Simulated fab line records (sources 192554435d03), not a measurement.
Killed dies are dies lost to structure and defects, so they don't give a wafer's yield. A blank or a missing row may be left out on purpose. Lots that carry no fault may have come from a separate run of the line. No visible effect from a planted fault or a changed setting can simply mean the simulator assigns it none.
Code-filled problem report in 8D (eight disciplines) form | flow n5_finfet | the parts of the form that need people (team, actions taken, sign-off) are left out

## 1. PROBLEM STATEMENT
At N5_PASSIVATION_PASS_ETCH_74, rf_fwd_power_W averages 660.8 W over 6 wafers from 2 lots, while fault-free wafers read 532.4 W, standard deviation 1.8. That is +71 standard deviations from the usual mean.
The step: etches SiNx in CF4/O2, target depth 220 nm, time 110 s.
The first sign was on wafer L158.2 at day 13 22:17, on rie_diel-04. At this step, 18 wafers from 6 lots have a number in the record. By rule, "out" or "out of limits" means more than 4 standard deviations away from the usual mean. The rest of the wafers with a number are treated as sound.

## 2. WHAT IT IS, AND WHAT IT ISN'T
question                    | is                     | is not
which readings at this step | rf_fwd_power_W         | throttle_valve_pct
which lots                  | L158, L160             | L152, L171, L172, L173
which wafers of those lots  | all that have a number | -
read on which tools         | rie_diel-04            | rie_diel-05
when                        | from day 13 22:17      | up to then (3 sound wafers); but 9 sound wafers of L171, L172, L173 came after

## 3. WHAT RULES OUT EACH SUSPECT
Counting: any tool at a process step up to the reading is kept as a suspect provided that every lot that is out went through it and no sound lot did after the first of them.
- rie_diel-04 at N5_PASSIVATION_DESCUM_12 (chemistry O2, time 7.9 s): kept. All lots that are out passed through it, beginning with L158 at day 13 22:13, and no sound lot followed; its final sound lot before that point was L152 at day 12 17:58.
- rie_diel-04 at N5_PASSIVATION_PASS_ETCH_74 (etches SiNx in CF4/O2, target depth 220 nm, time 110 s): kept. All lots that are out passed through it, beginning with L158 at day 13 22:17, and no sound lot followed; its final sound lot before that point was L152 at day 12 18:01. Its own readings are out on those wafers: rf_fwd_power_W.
What counting leaves: rie_diel-04 at N5_PASSIVATION_DESCUM_12 and rie_diel-04 at N5_PASSIVATION_PASS_ETCH_74.

## 4. THE CAUSE (what the simulator had put in)
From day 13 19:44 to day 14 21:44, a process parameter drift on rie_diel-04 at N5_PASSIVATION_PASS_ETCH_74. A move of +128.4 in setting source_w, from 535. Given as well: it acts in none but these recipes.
Counting left 2 suspects, and this tool is among them.

## 5. SEQUENCE OF EFFECTS, ordered by route
One row per reading whose mean, taken over the struck wafers that have a number, lies over 3 standard deviations from the usual. Only readings whose record carries a usual standard deviation are examined. hours: median over the lots of the time between each lot's start at the first step of this table that gives one and its start at this step. sigmas: the change, counted in usual standard deviations.
hours | step                        | reading        | usual   | on struck wafers | change | sigmas
0     | N5_PASSIVATION_PASS_ETCH_74 | rf_fwd_power_W | 532.4 W | 660.8            | +128.4 | +71
0     | N5_PASSIVATION_PASS_ETCH_74 | rf_vpp_V       | 241 V   | 218              | -23    | -4.3
Its process steps:
- N5_PASSIVATION_PASS_ETCH_74: etches SiNx in CF4/O2, target depth 220 nm, time 110 s.

## 6. HOW IT WOULD HAVE BEEN CAUGHT EARLIER
First out-of-limits reading in this record: day 13 22:17, which is 3 hours after fault onset at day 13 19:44.
